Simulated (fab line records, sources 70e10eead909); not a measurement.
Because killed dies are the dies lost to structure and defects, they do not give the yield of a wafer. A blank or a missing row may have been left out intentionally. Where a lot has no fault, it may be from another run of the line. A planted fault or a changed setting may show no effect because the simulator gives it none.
fab line records -- flow nandHarc
[record] lots = 14, wafers = 42, lastDay = 30
route steps=1302 shown P_M0@274 A_M1@1190 THIN_TSV@1295 END@1302
lots that met no fault: taken from a fault-free run of the same line
startH: hours from the record's opening day to when the first of the lot's shown wafers began -- waitH: hours from the lot's prior step to this one -- " identical to the entry in the row above -- L1.1+2: several wafers, shown together as one row -- - no value, or no start given -- * or withheld: withheld -- < > ~ a bound
route shown NAME@n: names a module that has steps shown in the file, with the first one's number in the route -- usual: the fault-free wafers' mean and standard deviation -- same: alike in all rows -- chamber/n: place in a boat -- sites: each site's reading -- _std_site: the values' standard deviation -- _edge_site: mean of outer sites minus mean of inner sites -- radiusMm: for every site, how far away it sits from the centre of the wafer -- mask NAME#n: copy n -- behind: tool/chamber where the wafer was last shaped -- hold: why the lot was held/for how many hours/how that ended -- device: which transistor (n, p or np) failed to switch -- end of line: the same wafers' tests at the end of the route -- a step given without rows: its recipe and nothing more -- killed: count of dies lost to structure and defects at first sort (not the wafer's yield) -- map: dies across one wafer; x = killed, . = not, _ = none there
set.NAME: the setting as run; set.NAME@STEP: as run at that earlier step -- model.NAME: the simulator's own value behind a step, which no gauge read
a sample of lots followed through the steps of the route, with each step as a table and each wafer as a row
services: a tool's chamber out of use, with start hour (startH, from the record's first day; less than 0 if before it), hours out, and reason
[[steps]]
[step NHARC_P_M0_PVD_20]
[recipe] targetThkA = 50, biasV = 168.6, powerW = 15000, chamberPressurePa = 0.12, timeS = 8.06, substrateTempC = 50, material = TaN
[usual] cathodeDcPowerW = 15000/2.9, throttleValvePct = 29.9/0.96
lot.wafer,tool,chamber,startH,waitH,cathodeDcPowerW,throttleValvePct
L356.1,pvdSputter-03,-,134.16,-,14999,30.6
L356.4,pvdSputter-03,-,134.16,-,15000,29.3
L356.2,pvdSputter-03,-,134.16,-,14993,31.2
L359.3,pvdSputter-03,-,165.79,-,15003,30.5
L359.2,pvdSputter-03,-,165.79,-,15000,29.2
L359.6,pvdSputter-03,-,165.79,-,14999,31.1
L360.3,pvdSputter-02,-,173.39,-,14996,29.3
L360.1,pvdSputter-02,-,173.39,-,15002,30.0
L360.6,pvdSputter-02,-,173.39,-,15000,29.9
L361.3,pvdSputter-03,-,185.33,-,15000,28.5
L361.2,pvdSputter-03,-,185.33,-,14998,31.1
L361.5,pvdSputter-03,-,185.33,-,14997,30.9
L362.3,pvdSputter-02,-,199.19,-,15004,31.4
L362.6,pvdSputter-02,-,199.19,-,14996,30.0
L362.5,pvdSputter-02,-,199.19,-,15004,29.0
L363.4,pvdSputter-02,-,199.84,-,15001,29.9
L363.3,pvdSputter-02,-,199.84,-,14997,31.3
L363.2,pvdSputter-02,-,199.84,-,15001,29.9
L364.2,pvdSputter-01,-,218.63,-,15000,31.5
L364.5,pvdSputter-01,-,218.63,-,15002,29.3
L364.6,pvdSputter-01,-,218.63,-,14997,28.9
L365.4,pvdSputter-03,-,224.65,-,14998,28.5
L365.2,pvdSputter-03,-,224.65,-,15001,31.3
L365.1,pvdSputter-03,-,224.65,-,14997,30.9
L366.3,pvdSputter-02,-,233.56,-,14999,31.2
L366.1,pvdSputter-02,-,233.56,-,15001,29.3
L366.6,pvdSputter-02,-,233.56,-,15005,31.5
L367.1,pvdSputter-03,-,253.11,-,14995,31.3
L367.6,pvdSputter-03,-,253.11,-,15001,31.2
L367.5,pvdSputter-03,-,253.11,-,15005,28.7
L368.4,pvdSputter-01,-,256.92,-,15003,30.3
L368.3,pvdSputter-01,-,256.92,-,15005,29.4
L368.6,pvdSputter-01,-,256.92,-,15000,30.2
L369.3,pvdSputter-03,-,266.99,-,15001,30.7
L369.5,pvdSputter-03,-,266.99,-,15000,31.1
L369.6,pvdSputter-03,-,266.99,-,15002,28.5
L371.2,pvdSputter-01,-,288.81,-,14992,29.5
L371.4,pvdSputter-01,-,288.81,-,14999,29.5
L371.5,pvdSputter-01,-,288.81,-,15002,30.0
L372.2,pvdSputter-01,-,290.05,-,15001,30.6
L372.1,pvdSputter-01,-,290.05,-,14996,30.2
L372.3,pvdSputter-01,-,290.05,-,14999,29.0
[step NHARC_A_M1_PRE_CLEAN_30]
[recipe] timeS = 30, tempC = 280, gas = H2/He
[usual] heaterPowerW = 442/45
lot.wafer,tool,chamber,startH,waitH,heaterPowerW
L356.2,pvdSputter-01,-,-,-,553
L356.4,pvdSputter-01,-,-,-,454
L356.1,pvdSputter-01,-,-,-,433
L359.2,pvdSputter-03,-,-,-,359
L359.3,pvdSputter-03,-,-,-,412
L359.6,pvdSputter-03,-,-,-,457
L360.1,pvdSputter-03,-,-,-,365
L360.3,pvdSputter-03,-,-,-,392
L360.6,pvdSputter-03,-,-,-,448
L361.3,pvdSputter-02,-,-,-,440
L361.2,pvdSputter-02,-,-,-,433
L361.5,pvdSputter-02,-,-,-,462
L362.3,pvdSputter-01,-,-,-,526
L362.6,pvdSputter-01,-,-,-,535
L362.5,pvdSputter-01,-,-,-,442
L364.2,pvdSputter-03,-,-,-,361
L364.5,pvdSputter-03,-,-,-,441
L364.6,pvdSputter-03,-,-,-,354
L363.4,pvdSputter-03,-,-,-,359
L363.2,pvdSputter-03,-,-,-,399
L363.3,pvdSputter-03,-,-,-,441
L365.2,pvdSputter-03,-,-,-,446
L365.4,pvdSputter-03,-,-,-,355
L365.1,pvdSputter-03,-,-,-,407
L366.1,pvdSputter-01,-,-,-,448
L366.3,pvdSputter-01,-,-,-,446
L366.6,pvdSputter-01,-,-,-,544
L367.1,pvdSputter-03,-,-,-,374
L367.5,pvdSputter-03,-,-,-,416
L367.6,pvdSputter-03,-,-,-,394
L368.3,pvdSputter-01,-,-,-,435
L368.4,pvdSputter-01,-,-,-,537
L368.6,pvdSputter-01,-,-,-,440
L369.3,pvdSputter-01,-,-,-,533
L369.5,pvdSputter-01,-,-,-,431
L369.6,pvdSputter-01,-,-,-,524
L372.1,pvdSputter-03,-,-,-,463
L372.3,pvdSputter-03,-,-,-,361
L372.2,pvdSputter-03,-,-,-,402
L371.4,pvdSputter-01,-,-,-,454
L371.2,pvdSputter-01,-,-,-,435
L371.5,pvdSputter-01,-,-,-,423
[step NHARC_THIN_TSV_ETCH_36]
[recipe] targetDepthA = 650, overEtchFrac = 0.3, timeS = 18.571, ionEnergyEv = 150, chemistry = Cl2/BCl3
[usual] drypumpMotorCurrentA = 5.7/0.41, oesProductAu = 0.996/0.0097
[same] overEtchFrac = 0.3
lot.wafer,tool,chamber,startH,waitH,drypumpMotorCurrentA,oesProductAu,rfHoursCounterH
L356.2,rieMetal-02,0,567.83,0.2,5.2,1.011,1.9
L356.1,rieMetal-02,1,567.83,0.2,5.3,1.004,1.9
L356.4,rieMetal-02,0,567.83,0.2,5.2,1.018,-
L359.2,rieMetal-03,1,581.11,0.2,5.7,0.995,1.0
L359.3,rieMetal-03,0,581.11,0.2,6.4,0.992,-
L359.6,rieMetal-03,0,581.11,0.2,6.4,0.985,-
L360.1,rieMetal-03,0,590.02,0.2,6.4,0.989,1.2
L360.3,rieMetal-03,0,590.02,0.2,6.4,0.984,-
L360.6,rieMetal-03,0,590.02,0.2,6.4,0.983,-
L361.2,rieMetal-01,0,612.55,0.2,5.5,0.991,0.5
L361.3,rieMetal-01,0,612.55,0.2,5.5,1.005,-
L361.5,rieMetal-01,1,612.55,0.2,6.0,0.986,-
L362.3,rieMetal-01,1,629.15,0.1,6.0,0.987,-
L362.6,rieMetal-01,1,629.15,0.1,6.0,0.993,-
L362.5,rieMetal-01,0,629.15,0.1,5.5,1.010,-
L364.2,rieMetal-02,1,642.85,0.2,5.3,0.992,0.2
L364.5,rieMetal-02,0,642.85,0.2,5.2,1.009,-
L364.6,rieMetal-02,1,642.85,0.2,5.3,1.001,-
L365.2,rieMetal-01,0,655.54,0.2,5.6,1.011,1.4
L365.1,rieMetal-01,1,655.54,0.2,6.0,0.990,1.4
L365.4,rieMetal-01,1,655.54,0.2,6.0,0.993,-
L363.2,rieMetal-02,0,656.91,0.2,5.3,1.004,0.6
L363.3,rieMetal-02,0,656.91,0.2,5.3,1.008,-
L363.4,rieMetal-02,1,656.91,0.2,5.3,0.985,-
L366.1,rieMetal-03,1,664.00,0.2,5.7,0.998,2.3
L366.3,rieMetal-03,0,664.00,0.2,6.4,0.984,-
L366.6,rieMetal-03,0,664.00,0.2,6.4,0.982,-
L367.1,rieMetal-02,0,689.40,0.2,5.3,1.014,0.9
L367.6,rieMetal-02,0,689.40,0.2,5.2,1.017,-
L367.5,rieMetal-02,1,689.40,0.2,5.3,0.982,-
L368.4,rieMetal-01,0,690.65,0.2,5.5,1.000,-
L368.3,rieMetal-01,1,690.65,0.2,6.0,0.973,-
L368.6,rieMetal-01,0,690.65,0.2,5.5,0.994,-
L369.3,rieMetal-03,1,693.85,0.1,5.7,1.000,-
L369.6,rieMetal-03,0,693.85,0.1,6.4,0.982,-
L369.5,rieMetal-03,1,693.85,0.1,5.7,0.993,-
L372.2,rieMetal-02,0,702.83,0.2,5.3,1.001,1.3
L372.1,rieMetal-02,1,702.83,0.2,5.3,0.996,1.3
L372.3,rieMetal-02,0,702.83,0.2,5.3,1.014,-
L371.2,rieMetal-01,0,715.84,0.2,5.5,1.010,2.6
L371.4,rieMetal-01,1,715.84,0.2,6.0,0.999,-
L371.5,rieMetal-01,0,715.84,0.2,5.5,0.998,-
[step NHARC_END_SORT_01]
[recipe] tempC = 25
[usual] defectLimitedYield = 89.8/2.4, killedAtArray = 64/16, killedAtOther = 1.0/1.1, killedAtPeriphery = 3.5/2.3, killedDies = 69/17, killedOpen = 3.2/1.6, killedShort = 2.4/1.6
[same] grossDies = 677
lot.wafer,tool,chamber,startH,waitH,defectLimitedYield[%],killedAtArray,killedAtOther,killedAtPeriphery,killedDies,killedOpen,killedShort
L366.1,prober-01,0,674.37,2.5,92.5,47,1,3,51,6,1
L366.3,prober-01,0,675.99,3.1,91.7,53,1,2,56,3,4
L366.6,prober-01,0,678.41,4.0,92.5,49,2,0,51,4,3
L372.1,prober-01,0,711.31,2.5,80.1,91,1,43,135,6,2
L372.2,prober-01,0,712.10,2.8,71.3,98,0,96,194,2,0
L372.3,prober-01,0,712.89,3.1,77.3,97,1,56,154,2,0
L371.2,prober-02,0,725.19,2.8,79.2,60,0,81,141,4,3
L371.4,prober-02,0,726.81,3.4,80.5,71,1,60,132,3,3
L371.5,prober-02,0,727.62,3.7,84.2,59,0,48,107,1,3
// killed by level:class
L366.1 A_SLIT:chamberFilmFlake=33 A_CHANNEL_HOLE_D1:chamberFilmFlake=6 A_CONTACT:chamberFilmFlake=2 P_M0:geometricParticle:open=1 A_ONON_D1:geometricParticle:open=1 A_CHANNEL_HOLE_D1:geometricParticle:open=1 A_CHANNEL_FILL_D1:geometricParticle:open=1 A_WL_FILL:geometricParticle:open=1
L366.3 A_SLIT:chamberFilmFlake=34 A_CHANNEL_HOLE_D1:chamberFilmFlake=8 A_CONTACT:chamberFilmFlake=4 P_M0:geometricParticle:short=1 P_M2:geometricParticle:open=1 A_CHANNEL_FILL_D1:geometricParticle:open=1 A_CHANNEL_FILL_D1:geometricParticle:short=1 A_ONON_D2:geometricParticle:open=1
L366.6 A_SLIT:chamberFilmFlake=27 A_CHANNEL_HOLE_D1:chamberFilmFlake=8 A_CONTACT:chamberFilmFlake=4 A_ONON_D1:geometricParticle:open=2 A_CHANNEL_FILL_D1:geometricParticle:short=2 THIN_TSV:chamberFilmFlake=2 A_CHANNEL_HOLE_D1:geometricParticle:short=1 A_CHANNEL_FILL_D2:geometricParticle:open=1
L372.1 A_SLIT:chamberFilmFlake=38 P_M0:unspecified=38 A_CHANNEL_HOLE_D1:chamberFilmFlake=30 A_CONTACT:chamberFilmFlake=8 A_CHANNEL_HOLE_D2:chamberFilmFlake=4 A_ZERO_WELL:chamberFilmFlake=3 A_STAIRCASE:chamberFilmFlake=2 P_GATE:geometricParticle:short=1
L372.2 P_M0:unspecified=92 A_SLIT:chamberFilmFlake=37 A_CHANNEL_HOLE_D1:chamberFilmFlake=30 A_CONTACT:chamberFilmFlake=16 A_CHANNEL_HOLE_D2:chamberFilmFlake=7 P_M2:chamberFilmFlake=3 A_ONON_D2:geometricParticle:open=2 A_CHANNEL_FILL_D1:chamberFilmFlake=2
L372.3 P_M0:unspecified=55 A_CHANNEL_HOLE_D1:chamberFilmFlake=36 A_SLIT:chamberFilmFlake=33 A_CONTACT:chamberFilmFlake=13 A_CHANNEL_FILL_D1:chamberFilmFlake=4 A_CHANNEL_HOLE_D2:chamberFilmFlake=4 A_CHANNEL_FILL_D2:chamberFilmFlake=2 A_WL_FILL:chamberFilmFlake=2
L371.2 P_M0:unspecified=73 A_SLIT:chamberFilmFlake=25 A_CHANNEL_HOLE_D2:chamberFilmFlake=12 A_CHANNEL_HOLE_D1:chamberFilmFlake=6 A_CONTACT:chamberFilmFlake=6 P_M0:geometricParticle:open=3 P_CONTACT:chamberFilmFlake=3 A_ZERO_WELL:chamberFilmFlake=3
L371.4 P_M0:unspecified=60 A_SLIT:chamberFilmFlake=33 A_CHANNEL_HOLE_D2:chamberFilmFlake=21 A_CHANNEL_HOLE_D1:chamberFilmFlake=4 A_STAIRCASE:chamberFilmFlake=3 A_CONTACT:chamberFilmFlake=3 A_ONON_D2:geometricParticle:open=2 A_WL_FILL:geometricParticle:short=1
L371.5 P_M0:unspecified=40 A_CHANNEL_HOLE_D2:chamberFilmFlake=20 A_SLIT:chamberFilmFlake=20 A_CHANNEL_HOLE_D1:chamberFilmFlake=8 P_CONTACT:chamberFilmFlake=4 A_CHANNEL_FILL_D1:geometricParticle:short=3 P_STI:chamberFilmFlake=3 A_CONTACT:chamberFilmFlake=3
[[services]]
tool,chamber,startH,hours,kind
pvdSputter-03,-,137.86,2.8,repair
pvdSputter-03,-,181.29,1.3,repair
pvdSputter-01,-,187.57,3.2,repair
rieMetal-01,-,221.00,9.0,pm
pvdSputter-01,-,226.00,10.0,pm
pvdSputter-02,-,239.40,1.9,repair
pvdSputter-02,-,243.30,18.0,repair
rieMetal-01,0,263.74,19.0,repair
pvdSputter-01,-,297.65,1.4,repair
pvdSputter-03,-,348.04,10.0,pm
pvdSputter-03,-,372.80,1.9,repair
pvdSputter-01,-,394.95,2.1,repair
pvdSputter-01,-,404.00,10.0,pm
pvdSputter-03,-,454.60,1.1,repair
pvdSputter-03,-,461.94,7.8,repair
pvdSputter-01,-,516.14,1.1,repair
pvdSputter-03,-,523.79,1.2,repair
pvdSputter-03,-,525.76,8.1,repair
pvdSputter-01,-,582.00,10.0,pm
pvdSputter-01,-,626.33,3.5,repair
pvdSputter-01,-,642.65,4.3,repair
pvdSputter-01,-,656.88,5.1,repair
pvdSputter-01,-,701.68,6.0,repair
pvdSputter-03,-,711.81,10.0,pm
[[key]]
[firstSign] step = NHARC_END_SORT_01, reading = killedAtPeriphery, direction = up, sigmas = 26, usual = 3.5, struck = 64
[effect] step = NHARC_END_SORT_01, reading = defectLimitedYield, direction = down, sigmas = 4.5, usual = 89.8, struck = 78.8, wafersMoved = 5
[moreKillsBornAt] NHARC_P_M0_PVD_20@pvdSputter-01 = 358
metAt NHARC_P_M0_PVD_20
struckLots L371,L372
notActingAt NHARC_A_M1_PRE_CLEAN_30,NHARC_THIN_TSV_ETCH_36
onsetBetween 256.92 288.81
alsoFits time
[fault] kind = chamberParticleSource, tool = pvdSputter-01, chamber = -, onsetH = 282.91, steps = NHARC_P_M0_PVD_20, ratePerVisitCm2 = 0.80417, endH = 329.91
